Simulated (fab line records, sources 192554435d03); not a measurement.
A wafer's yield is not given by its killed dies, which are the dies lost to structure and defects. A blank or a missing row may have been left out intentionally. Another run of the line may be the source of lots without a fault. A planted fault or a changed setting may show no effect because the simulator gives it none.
Which tool was responsible? :: flow n5_finfet :: Sampling: 12 lots, 31 wafers, 4 of 1938 route steps

WHAT EACH GAUGE READ, for each wafer
N5_PASSIVATION_CD_MEAS_30 targets a cd of 4000 nm. Usual: cd_nm at 4002.0 nm, with a standard deviation of 2.5.
lot: L867
measured: day 12 11:08
on: cd_sem-03
cd_nm (nm): 4000.4 3999.9
flag: 

lot: L866
measured: day 12 18:29
on: cd_sem-01
cd_nm (nm): 3999.3 4005.4 4005.8
flag: 

lot: L869
measured: day 12 20:28
on: cd_sem-01
cd_nm (nm): 4002.3 4001.5 4000.0
flag: 

lot: L873
measured: day 13 19:43
on: cd_sem-03
cd_nm (nm): 3999.2 4000.4
flag: 

lot: L871
measured: day 13 22:30
on: cd_sem-02
cd_nm (nm): 4001.7 3999.1
flag: 

lot: L877
measured: day 15 16:32
on: cd_sem-03
cd_nm (nm): 4001.5 3999.4
flag: 

lot: L881
measured: day 16 23:40
on: cd_sem-02
cd_nm (nm): 4003.2 4002.8 3997.3
flag: 

lot: L884
measured: day 17 05:24
on: cd_sem-02
cd_nm (nm): 4001.9 4000.4
flag: 

lot: L885
measured: day 17 11:13
on: cd_sem-03
cd_nm (nm): 3998.6 4001.0 4001.2
flag: 

lot: L882
measured: day 17 18:41
on: cd_sem-01
cd_nm (nm): 4003.9 4005.0 4003.6
flag: 

lot: L883
measured: day 18 07:37
on: cd_sem-01
cd_nm (nm): 3998.5 4004.9 4005.1
flag: 

lot: L887
measured: day 18 19:07
on: cd_sem-03
cd_nm (nm): 4006.7 4002.2 4002.2
flag: 

EACH LOT AND THE TOOL THAT RAN IT (in order: tool; ch and the chambers of the sampled wafers; start)
lot: L867
N5_BEOL_M15_ETCH_38: rie_diel-06 ch 0,3, day 12 01:11
N5_PASSIVATION_VIA_ETCH_13: rie_diel-04 ch 0,3, day 12 10:09
N5_PASSIVATION_PRE_CLEAN_19: pvd_sputter-02, day 12 10:32

lot: L866
N5_BEOL_M15_ETCH_38: rie_diel-06 ch 0,2,3, day 12 09:49
N5_PASSIVATION_VIA_ETCH_13: rie_diel-03 ch 1,2,3, day 12 17:24
N5_PASSIVATION_PRE_CLEAN_19: pvd_sputter-03, day 12 17:52

lot: L869
N5_BEOL_M15_ETCH_38: rie_diel-03 ch 0,1,3, day 12 09:53
N5_PASSIVATION_VIA_ETCH_13: rie_diel-04 ch 0,2,3, day 12 18:37
N5_PASSIVATION_PRE_CLEAN_19: pvd_sputter-02, day 12 19:44

lot: L873
N5_BEOL_M15_ETCH_38: rie_diel-03 ch 1,3, day 13 07:22
N5_PASSIVATION_VIA_ETCH_13: rie_diel-04 ch 1,2, day 13 18:29
N5_PASSIVATION_PRE_CLEAN_19: pvd_sputter-01, day 13 18:58

lot: L871
N5_BEOL_M15_ETCH_38: rie_diel-03 ch 2,3, day 13 11:49
N5_PASSIVATION_VIA_ETCH_13: rie_diel-03 ch 1,3, day 13 21:16
N5_PASSIVATION_PRE_CLEAN_19: pvd_sputter-01, day 13 21:53

lot: L877
N5_BEOL_M15_ETCH_38: rie_diel-06 ch 0,3, day 15 06:00
N5_PASSIVATION_VIA_ETCH_13: rie_diel-04 ch 1,3, day 15 15:05
N5_PASSIVATION_PRE_CLEAN_19: pvd_sputter-02, day 15 15:48

lot: L881
N5_BEOL_M15_ETCH_38: rie_diel-06 ch 0,1, day 16 12:55
N5_PASSIVATION_VIA_ETCH_13: rie_diel-06 ch 0,1, day 16 22:15
N5_PASSIVATION_PRE_CLEAN_19: pvd_sputter-01, day 16 22:56

lot: L884
N5_BEOL_M15_ETCH_38: rie_diel-04 ch 1,3, day 16 17:14
N5_PASSIVATION_VIA_ETCH_13: rie_diel-03 ch 2, day 17 04:16
N5_PASSIVATION_PRE_CLEAN_19: pvd_sputter-03, day 17 04:47

lot: L885
N5_BEOL_M15_ETCH_38: rie_diel-04 ch 2,3, day 16 22:45
N5_PASSIVATION_VIA_ETCH_13: rie_diel-06 ch 0,1, day 17 10:06
N5_PASSIVATION_PRE_CLEAN_19: pvd_sputter-03, day 17 10:37

lot: L882
N5_BEOL_M15_ETCH_38: rie_diel-06 ch 1,2,3, day 17 09:21
N5_PASSIVATION_VIA_ETCH_13: rie_diel-03 ch 0,3, day 17 17:12
N5_PASSIVATION_PRE_CLEAN_19: pvd_sputter-03, day 17 18:04

lot: L883
N5_BEOL_M15_ETCH_38: rie_diel-03 ch 0,2,3, day 17 17:52
N5_PASSIVATION_VIA_ETCH_13: rie_diel-03 ch 0,2,3, day 18 05:33
N5_PASSIVATION_PRE_CLEAN_19: pvd_sputter-01, day 18 06:53

lot: L887
N5_BEOL_M15_ETCH_38: rie_diel-03 ch 0,1,3, day 18 10:11
N5_PASSIVATION_VIA_ETCH_13: rie_diel-04 ch 1,2, day 18 17:47
N5_PASSIVATION_PRE_CLEAN_19: pvd_sputter-01, day 18 18:29
- N5_BEOL_M15_ETCH_38: etches SiCN in CF4/N2, target depth 106.4 nm, time 120.5 s.
- N5_PASSIVATION_VIA_ETCH_13: etches SiO2 in CHF3/O2, target depth 660 nm, time 330 s.
- N5_PASSIVATION_PRE_CLEAN_19

AS READ BY THE TOOLS THEMSELVES (means over the sampled wafers that have a number; for cases with no such wafer, the mark the record gives instead)
N5_BEOL_M15_ETCH_38. Usual: drypump_motor_current_A 5.9 A, standard deviation 0.32; oes_product_au 0.82 a.u., standard deviation 0.084; rf_vpp_V 382.1 V, standard deviation 2.6; showerhead_plenum_p_Torr 2.20 Torr, standard deviation 0.096; throttle_valve_pct 15.36 %, standard deviation 0.25.
lot: L867
tool: rie_diel-06
drypump_motor_current_A (A): 5.8
oes_product_au (a.u.): 0.88
rf_vpp_V (V): 383.9
showerhead_plenum_p_Torr (Torr): 2.24
throttle_valve_pct (%): 15.35
flag: 

lot: L866
tool: rie_diel-06
drypump_motor_current_A (A): 5.7
oes_product_au (a.u.): 0.87
rf_vpp_V (V): 382.8
showerhead_plenum_p_Torr (Torr): 2.24
throttle_valve_pct (%): 15.27
flag: 

lot: L869
tool: rie_diel-03
drypump_motor_current_A (A): 5.6
oes_product_au (a.u.): 0.83
rf_vpp_V (V): 382.7
showerhead_plenum_p_Torr (Torr): 2.23
throttle_valve_pct (%): 15.43
flag: 

lot: L873
tool: rie_diel-03
drypump_motor_current_A (A): 5.5
oes_product_au (a.u.): 0.82
rf_vpp_V (V): 382.1
showerhead_plenum_p_Torr (Torr): 2.23
throttle_valve_pct (%): 15.37
flag: 

lot: L871
tool: rie_diel-03
drypump_motor_current_A (A): 6.0
oes_product_au (a.u.): 0.91
rf_vpp_V (V): 383.7
showerhead_plenum_p_Torr (Torr): 2.25
throttle_valve_pct (%): 14.98
flag: 

lot: L877
tool: rie_diel-06
drypump_motor_current_A (A): 5.7
oes_product_au (a.u.): 0.82
rf_vpp_V (V): 382.9
showerhead_plenum_p_Torr (Torr): 2.23
throttle_valve_pct (%): 15.41
flag: 

lot: L881
tool: rie_diel-06
drypump_motor_current_A (A): 5.9
oes_product_au (a.u.): 0.85
rf_vpp_V (V): 382.9
showerhead_plenum_p_Torr (Torr): 2.21
throttle_valve_pct (%): 15.44
flag: 

lot: L884
tool: rie_diel-04
drypump_motor_current_A (A): 5.9
oes_product_au (a.u.): 0.70
rf_vpp_V (V): 381.0
showerhead_plenum_p_Torr (Torr): 2.14
throttle_valve_pct (%): 15.34
flag: 

lot: L885
tool: rie_diel-04
drypump_motor_current_A (A): 5.8
oes_product_au (a.u.): 0.78
rf_vpp_V (V): 378.7
showerhead_plenum_p_Torr (Torr): 2.10
throttle_valve_pct (%): 15.33
flag: 

lot: L882
tool: rie_diel-06
drypump_motor_current_A (A): 6.0
oes_product_au (a.u.): 0.79
rf_vpp_V (V): 381.2
showerhead_plenum_p_Torr (Torr): 2.17
throttle_valve_pct (%): 15.47
flag: 

lot: L883
tool: rie_diel-03
drypump_motor_current_A (A): 5.9
oes_product_au (a.u.): 0.83
rf_vpp_V (V): 382.5
showerhead_plenum_p_Torr (Torr): 2.24
throttle_valve_pct (%): 15.24
flag: 

lot: L887
tool: rie_diel-03
drypump_motor_current_A (A): 5.7
oes_product_au (a.u.): 0.89
rf_vpp_V (V): 384.8
showerhead_plenum_p_Torr (Torr): 2.30
throttle_valve_pct (%): 15.34
flag: 

N5_PASSIVATION_VIA_ETCH_13. Usual: drypump_motor_current_A 5.9 A, standard deviation 0.36; etch_rf_on_time_s 235 s, standard deviation 7.1; oes_product_au 0.72 a.u., standard deviation 0.076; rf_vpp_V 520 V, standard deviation 14; showerhead_plenum_p_Torr 2.40 Torr, standard deviation 0.11; throttle_valve_pct 18.82 %, standard deviation 0.23.
lot: L867
tool: rie_diel-04
drypump_motor_current_A (A): 5.6
etch_rf_on_time_s (s): 232
oes_product_au (a.u.): 0.68
rf_vpp_V (V): 518
showerhead_plenum_p_Torr (Torr): 2.27
throttle_valve_pct (%): 18.73
flag: 

lot: L866
tool: rie_diel-03
drypump_motor_current_A (A): 5.9
etch_rf_on_time_s (s): 231
oes_product_au (a.u.): 0.77
rf_vpp_V (V): 514
showerhead_plenum_p_Torr (Torr): 2.41
throttle_valve_pct (%): 18.69
flag: 

lot: L869
tool: rie_diel-04
drypump_motor_current_A (A): 5.7
etch_rf_on_time_s (s): 231
oes_product_au (a.u.): 0.72
rf_vpp_V (V): 529
showerhead_plenum_p_Torr (Torr): 2.35
throttle_valve_pct (%): 18.82
flag: 

lot: L873
tool: rie_diel-04
drypump_motor_current_A (A): 6.2
etch_rf_on_time_s (s): 240
oes_product_au (a.u.): 0.72
rf_vpp_V (V): 540
showerhead_plenum_p_Torr (Torr): 2.49
throttle_valve_pct (%): 18.94
flag: 

lot: L871
tool: rie_diel-03
drypump_motor_current_A (A): 5.5
etch_rf_on_time_s (s): 230
oes_product_au (a.u.): 0.73
rf_vpp_V (V): 516
showerhead_plenum_p_Torr (Torr): 2.43
throttle_valve_pct (%): 18.84
flag: 

lot: L877
tool: rie_diel-04
drypump_motor_current_A (A): 5.9
etch_rf_on_time_s (s): 244
oes_product_au (a.u.): 0.64
rf_vpp_V (V): 520
showerhead_plenum_p_Torr (Torr): 2.36
throttle_valve_pct (%): 18.82
flag: 

lot: L881
tool: rie_diel-06
drypump_motor_current_A (A): 5.9
etch_rf_on_time_s (s): 238
oes_product_au (a.u.): 0.76
rf_vpp_V (V): 519
showerhead_plenum_p_Torr (Torr): 2.42
throttle_valve_pct (%): 18.96
flag: 

lot: L884
tool: rie_diel-03
drypump_motor_current_A (A): 6.6
etch_rf_on_time_s (s): 236
oes_product_au (a.u.): 0.78
rf_vpp_V (V): 508
showerhead_plenum_p_Torr (Torr): 2.35
throttle_valve_pct (%): 18.48
flag: 

lot: L885
tool: rie_diel-06
drypump_motor_current_A (A): 5.7
etch_rf_on_time_s (s): 231
oes_product_au (a.u.): 0.78
rf_vpp_V (V): 521
showerhead_plenum_p_Torr (Torr): 2.49
throttle_valve_pct (%): 18.83
flag: 

lot: L882
tool: rie_diel-03
drypump_motor_current_A (A): 5.7
etch_rf_on_time_s (s): 234
oes_product_au (a.u.): 0.73
rf_vpp_V (V): 513
showerhead_plenum_p_Torr (Torr): 2.46
throttle_valve_pct (%): 18.88
flag: 

lot: L883
tool: rie_diel-03
drypump_motor_current_A (A): 6.0
etch_rf_on_time_s (s): 239
oes_product_au (a.u.): 0.74
rf_vpp_V (V): 512
showerhead_plenum_p_Torr (Torr): 2.44
throttle_valve_pct (%): 18.71
flag: 

lot: L887
tool: rie_diel-04
drypump_motor_current_A (A): 6.2
etch_rf_on_time_s (s): 243
oes_product_au (a.u.): 0.66
rf_vpp_V (V): 535
showerhead_plenum_p_Torr (Torr): 2.48
throttle_valve_pct (%): 18.96
flag: 

N5_PASSIVATION_PRE_CLEAN_19. Usual: heater_power_w at 449 W, with a standard deviation of 46.
lot: L867
tool: pvd_sputter-02
heater_power_w (W): 460
flag: 

lot: L866
tool: pvd_sputter-03
heater_power_w (W): 453
flag: 

lot: L869
tool: pvd_sputter-02
heater_power_w (W): 461
flag: 

lot: L873
tool: pvd_sputter-01
heater_power_w (W): 454
flag: 

lot: L871
tool: pvd_sputter-01
heater_power_w (W): 418
flag: 

lot: L877
tool: pvd_sputter-02
heater_power_w (W): 446
flag: 

lot: L881
tool: pvd_sputter-01
heater_power_w (W): 440
flag: 

lot: L884
tool: pvd_sputter-03
heater_power_w (W): 446
flag: 

lot: L885
tool: pvd_sputter-03
heater_power_w (W): 398
flag: 

lot: L882
tool: pvd_sputter-03
heater_power_w (W): 435
flag: 

lot: L883
tool: pvd_sputter-01
heater_power_w (W): 443
flag: 

lot: L887
tool: pvd_sputter-01
heater_power_w (W): 469
flag: 

THE ANSWER, worked out from the rows above alone
Rule: a lot is off if the mean of its wafers that have a number lies more than 3 standard deviations from the usual mean. A lot without any number at a reading at which 4 lots or more have one is off too. The other lots that the step has rows for count as sound. After the gauges, taken in route order, come the tools' own readings; for these a lot's mean is taken, as printed above. At the first step where some lot is off, the reading lying furthest off is the one used; lots without a number count as furthest.
None of the lots is off at any reading shown; this tells nothing.

WHAT THE SIMULATOR HAD INSERTED
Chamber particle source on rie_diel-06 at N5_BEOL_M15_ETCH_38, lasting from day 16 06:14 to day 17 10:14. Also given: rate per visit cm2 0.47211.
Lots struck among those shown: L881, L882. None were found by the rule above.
